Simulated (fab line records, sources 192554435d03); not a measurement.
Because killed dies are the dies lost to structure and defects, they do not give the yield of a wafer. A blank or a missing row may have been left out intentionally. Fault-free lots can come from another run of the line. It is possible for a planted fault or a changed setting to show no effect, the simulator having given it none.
Problem report in the 8D (eight disciplines) form, filled by code | flow n5 finfet | the parts of the form that need people (team, actions taken, sign-off) are left out

## 1. PROBLEM STATEMENT
spin speed rpm at N5_BEOL_M7_COAT_60 reads a mean of 1399.3 rpm on 6 wafers of 2 lots; wafers without a fault read 1500.0 rpm with a standard deviation of 1.1. That puts it -92 standard deviations away from the usual mean.
The step: time 60 s, resist thk 35 nm.
Earliest sighting: wafer L177.3 on litho track-03 at day 11 16:13. At this step, 34 wafers from 12 lots have a number in the record. Rule for "out", or "out of limits": more than 4 standard deviations from the usual mean. The other wafers with a number count as sound.

## 2. WHAT IT IS; WHAT IT IS NOT
question                    | is                     | is not
which readings at this step | spin speed rpm         | chill plate temp C
which lots                  | L177, L178             | L166, L167, L168, L170, L172, L173, L184, L187, L188, L189
which wafers of those lots  | all that have a number | -
read on which tools         | litho track-03         | litho track-04, litho track-05
when                        | from day 11 16:13      | up to then (17 sound wafers); but 11 sound wafers of L184, L187, L188, L189 came after

## 3. WHAT RULES OUT EACH SUSPECT
Counting: a tool stays on the suspect list if, at a process step up to the reading, it processed all lots that are out and no sound lot following the first of them.
- cmp-04 at N5_BEOL_M6_CMP_52 (polishes, stops on SiCOH lowk, t overpolish 6.9 s, target thk 80 nm): kept. Every lot that is out went through it, starting with L177 (day 11 13:07), and after that it ran no sound lot; the last sound lot it ran before then is L166 (day 9 05:53).
- litho track-03 at N5_BEOL_M7_COAT_60 (time 60 s, resist thk 35 nm): kept. Every lot that is out went through it, starting with L177 (day 11 16:13), and after that it ran no sound lot; the last sound lot it ran before then is L172 (day 10 11:13). Out on those wafers are its own readings of spin speed rpm.
Remaining after the count are cmp-04 at N5_BEOL_M6_CMP_52 and litho track-03 at N5_BEOL_M7_COAT_60.

## 4. THE CAUSE (what the simulator had put in)
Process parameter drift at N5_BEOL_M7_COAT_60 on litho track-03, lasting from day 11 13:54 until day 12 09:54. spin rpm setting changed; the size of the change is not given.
After counting, 2 suspects remain, this tool included.

## 5. THE EFFECT CHAIN, in route order
Each row: a reading whose mean over the struck wafers that have a number lies more than 3 standard deviations from the usual. Only readings whose record carries a usual standard deviation are examined. hours: median over the lots of the time between each lot's start at the first step of this table that gives one and its start at this step. sigmas: the change, counted in usual standard deviations.
hours | step               | reading        | usual      | on struck wafers | change | sigmas
0     | N5_BEOL_M7_COAT_60 | spin speed rpm | 1500.0 rpm | 1399.3           | -100.7 | -92
Its process steps:
- N5_BEOL_M7_COAT_60: time 60 s, resist thk 35 nm.

## 6. HOW IT WOULD HAVE BEEN CAUGHT EARLIER
The fault began at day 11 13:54; the first out-of-limits reading in this record came at day 11 16:13, 2 hours later.
